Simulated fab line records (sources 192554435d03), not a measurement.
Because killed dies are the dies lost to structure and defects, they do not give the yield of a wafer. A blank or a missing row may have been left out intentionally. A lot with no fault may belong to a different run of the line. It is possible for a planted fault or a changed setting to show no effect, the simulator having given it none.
Matching of chambers -- flow n5-finfet -- 4 sister chambers for N5_BEOL_M4_CMP_52 on cmp-04
The step polishes, stops on SiOC, t overpolish 6.8 s, target thk 40 nm. 22 wafers are shown with their chamber, then 11 later ones without.

== WAFERS PAIRED WITH THEIR CHAMBERS ==
wafer,chamber,motor-current-A (A),time-to-endpoint-s (s),retaining-ring-pressure-frac
L076.2,3,7.4,64,1.002
L076.5,2,5.8,65,1.007
L076.6,3,7.0,60,1.005
L077.2,3,6.2,60,1.005
L077.5,2,5.8,65,0.997
L077.6,3,6.9,60,0.998
L078.1,3,7.2,64,0.996
L078.3,0,6.0,64,1.001
L078.6,0,5.8,61,0.999
L079.3,3,7.1,60,1.002
L079.5,3,6.7,61,1.008
L079.6,0,5.8,60,0.997
L080.1,2,5.5,62,0.999
L080.4,3,7.2,61,1.012
L080.5,0,6.1,63,0.998
L082.1,3,6.6,59,0.997
L082.2,0,5.9,59,0.996
L082.4,1,6.6,62,1.000
L091.1,0,6.0,62,0.999
L091.3,2,5.6,63,0.998
L091.4,3,7.2,58,1.000
L089.1,1,6.3,59,1.000

SIGNATURES, as means of the wafers listed above
reading,chamber 0,chamber 1,chamber 2,chamber 3,scatter within a chamber
motor-current-A,5.933,6.450,5.675,6.950,0.274
time-to-endpoint-s,61.50,60.50,63.75,60.70,1.87
retaining-ring-pressure-frac,0.99833,1.00000,1.00025,1.00250,0.00415
Rule: a wafer's distance from a chamber is the root of the sum, over the readings, of the square of ((its reading less the chamber's mean) divided by the reading's scatter). The wafer belongs to the nearest chamber; if the next one is less than 2 further off, it can't be placed. The scatter: the root of (the sum of the squares of (reading less its chamber's mean) over the shown wafers, divided by (wafers less chambers)).

== WAFERS WHOSE CHAMBER IS MISSING ==
wafer,motor-current-A (A),time-to-endpoint-s (s),retaining-ring-pressure-frac
L089.4,5.8,58,0.996
L089.6,6.1,57,0.992
L094.2,6.8,60,1.006
L094.3,5.6,63,0.999
L094.5,5.7,61,0.997
L095.1,6.1,58,0.992
L095.2,5.7,61,0.997
L095.4,6.4,58,1.009
L096.2,5.8,60,1.007
L096.3,7.0,61,0.993
L096.4,5.6,64,0.994

== CHAMBER TAKEN BY EACH ==
wafer,from the rows above,in truth
L089.4,can't be placed: 0 or 1 or 2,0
L089.6,can't be placed: 0 or 1 or 2 or 3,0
L094.2,can't be placed: 3 or 1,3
L094.3,can't be placed: 2 or 0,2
L094.5,can't be placed: 0 or 2 or 1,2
L095.1,can't be placed: 0 or 1 or 2 or 3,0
L095.2,can't be placed: 0 or 2 or 1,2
L095.4,can't be placed: 1 or 3 or 0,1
L096.2,can't be placed: 0 or 2 or 1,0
L096.3,can't be placed: 3 or 1 or 0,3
L096.4,can't be placed: 2 or 0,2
Correct placement for 0 of the 11. Unplaceable from these rows: 11, with the true chamber sitting among the candidates in 11. Wrongly placed: 0.
